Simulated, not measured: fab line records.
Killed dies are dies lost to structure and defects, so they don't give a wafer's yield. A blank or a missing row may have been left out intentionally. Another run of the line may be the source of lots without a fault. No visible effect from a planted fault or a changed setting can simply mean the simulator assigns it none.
Matching of chambers	flow nandHarc	NHARC_A_STAIRCASE_ETCH_313 on rieDiel-04 has 4 sister chambers
The step etches the open film in CF4/CHF3. 16 wafers are shown with their chamber, then 8 later ones without.

== WAFERS WITH THEIR CHAMBER ==
wafer	chamber	showerheadPlenumPTorr (Torr)	drypumpMotorCurrentA (A)	rfVppV (V)
L075.2	0	1.70	6.2	374.3
L075.4	3	1.59	6.2	372.0
L075.5	2	1.48	5.6	369.1
L076.3	1	1.56	5.9	370.2
L076.4	2	1.48	5.6	368.8
L076.5	3	1.59	6.1	370.3
L084.2	3	1.58	6.1	371.7
L084.4	1	1.55	5.9	369.2
L084.6	3	1.58	6.2	371.0
L088.1	3	1.58	6.1	369.8
L088.4	1	1.54	5.9	369.6
L088.5	1	1.55	5.9	371.3
L092.1	1	1.55	6.0	369.3
L092.3	0	1.69	6.1	374.6
L092.6	0	1.69	6.2	372.4
L093.3	1	1.54	5.9	369.1

SIGNATURES, as means of the wafers listed above
reading	chamber 0	chamber 1	chamber 2	chamber 3	scatter within a chamber
showerheadPlenumPTorr	1.6933	1.5483	1.4800	1.5840	0.00626
drypumpMotorCurrentA	6.167	5.917	5.600	6.140	0.0474
rfVppV	373.767	369.783	368.950	370.960	0.906
Rule: a wafer lies at a distance from a chamber equal to the root of the sum of squares, over the readings, of (its reading less the chamber's mean, divided by the reading's scatter). The wafer belongs to the nearest chamber; if the next one is less than 2 further off, it can't be placed. The scatter: take each reading less its chamber's mean, square it, sum over the shown wafers, divide by the number of wafers less the number of chambers, and take the root.

== WAFERS MISSING THEIR CHAMBER ==
wafer	showerheadPlenumPTorr (Torr)	drypumpMotorCurrentA (A)	rfVppV (V)
L093.4	1.47	5.6	367.5
L093.5	1.54	5.9	370.7
L095.2	1.68	6.2	374.0
L095.3	1.46	5.6	366.2
L095.5	1.54	5.9	370.0
L097.3	1.68	6.2	373.4
L097.4	1.57	6.1	370.0
L097.6	1.46	5.6	364.9

== CHAMBER TAKEN BY EACH ==
wafer	from the rows above	in truth
L093.4	2	2
L093.5	1	1
L095.2	0	0
L095.3	2	2
L095.5	1	1
L097.3	0	0
L097.4	3	3
L097.6	2	2
Correctly placed: 8 of 8. Not placeable from these rows: 0. 0 placed wrongly.
